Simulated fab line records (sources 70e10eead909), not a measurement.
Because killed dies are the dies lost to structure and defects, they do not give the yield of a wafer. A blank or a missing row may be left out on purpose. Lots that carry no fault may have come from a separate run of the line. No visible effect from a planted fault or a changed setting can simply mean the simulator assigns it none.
2 desks looking at one fault || flow nandHarc || only its own numbers are on each desk; what lay behind them is given at the end

## THE DEFECT DESK
Lot by lot, what the route's inspections counted, given as the mean of those sampled wafers with a number. Marked OUT: a lot whose mean sits more than 4 standard deviations from the usual mean, which makes it out of limits; the brackets give that distance.
Columns: A = rawDefectCount at NHARC_P_ZERO_WELL_INSPECT_43, usual 13
{"lot": "L509", "first seen here": "day 2 01:35", "A": 16}
{"lot": "L511", "first seen here": "day 2 13:21", "A": 13}
{"lot": "L512", "first seen here": "day 2 19:50", "A": 12}
{"lot": "L513", "first seen here": "day 3 01:49", "A": 10}
{"lot": "L516", "first seen here": "day 3 19:26", "A": 9}
{"lot": "L519", "first seen here": "day 4 13:35", "A": 17}
{"lot": "L520", "first seen here": "day 4 19:37", "A": 11}
{"lot": "L526", "first seen here": "day 6 07:33", "A": "399 (+69) OUT"}
{"lot": "L527", "first seen here": "day 6 13:36", "A": "196 (+33) OUT"}
{"lot": "L528", "first seen here": "day 6 19:52", "A": 20}
{"lot": "L529", "first seen here": "day 7 01:25", "A": 21}
{"lot": "L530", "first seen here": "day 7 07:40", "A": 16}
{"lot": "L531", "first seen here": "day 7 13:52", "A": 18}
This desk finds L526, L527 out of limits, L526 being first, at day 6 07:33 (rawDefectCount at NHARC_P_ZERO_WELL_INSPECT_43). L509, L511, L512, L513, L516, L519, L520, L528, L529, L530, L531 stayed within limits.

## AT THE METROLOGY DESK
What the gauges read for every lot (on any tool): the sampled wafers with a number, averaged. Marked OUT: a lot whose mean sits more than 4 standard deviations from the usual mean, which makes it out of limits; the brackets give that distance.
Columns: A = overlayXNm at NHARC_P_STI_OVL_MEAS_10, usual 0 nm; B = overlayYNm at NHARC_P_STI_OVL_MEAS_10, usual 1 nm; C = trenchDepthNm at NHARC_P_STI_OCD_MEAS_43, usual 302 nm; D = trenchFootCdNm at NHARC_P_STI_OCD_MEAS_43, usual 157.8 nm
{"lot": "L509", "first seen here": "day 2 19:04", "A": 2, "B": 4, "C": 303, "D": 156.8}
{"lot": "L511", "first seen here": "day 3 07:06", "A": -5, "B": 4, "C": 299, "D": 157.8}
{"lot": "L512", "first seen here": "day 3 11:09", "A": 3, "B": -5, "C": 301, "D": 156.2}
{"lot": "L513", "first seen here": "day 3 19:16", "A": 4, "B": 3, "C": 304, "D": 159.4}
{"lot": "L516", "first seen here": "day 4 07:50", "A": -4, "B": 1, "C": 303, "D": 156.8}
{"lot": "L519", "first seen here": "day 5 04:57", "A": 4, "B": 0, "C": 301, "D": 158.4}
{"lot": "L520", "first seen here": "day 5 11:48", "A": -10, "B": -2, "C": 302, "D": 155.5}
{"lot": "L526", "first seen here": "day 6 23:07", "A": -7, "B": 15, "C": 303, "D": 157.8}
{"lot": "L527", "first seen here": "day 7 05:11", "A": -5, "B": 6, "C": 303, "D": 158.9}
{"lot": "L528", "first seen here": "day 7 11:17", "A": 8, "B": 6, "C": 299, "D": 158.6}
{"lot": "L530", "first seen here": "day 7 19:50", "A": -1, "B": -10, "C": 299, "D": 158.0}
{"lot": "L529", "first seen here": "day 7 19:59", "A": 10, "B": 4, "C": 302, "D": 156.8}
{"lot": "L531", "first seen here": "day 8 07:24", "A": 0, "B": -6, "C": 302, "D": 159.1}
Finding of this desk: none of the 13 lots has anything out of limits.

## ALL TOGETHER
The defect desk could have raised an alarm at day 6 07:33, on L526, L527.
Nothing out of limits was seen by the metrology desk.
The metrology desk holds a record of L526, L527, inside its limits.
All the named lots went through NHARC_P_ZERO_WELL_PECVD_02 on pecvd-01.

## WHAT THE SIMULATOR HAD PUT IN
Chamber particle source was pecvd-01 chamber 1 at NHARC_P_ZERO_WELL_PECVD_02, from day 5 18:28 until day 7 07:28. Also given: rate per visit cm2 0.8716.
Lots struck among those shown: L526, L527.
Hours from the fault's start to each desk's first reading out of limits: the defect desk, 13.
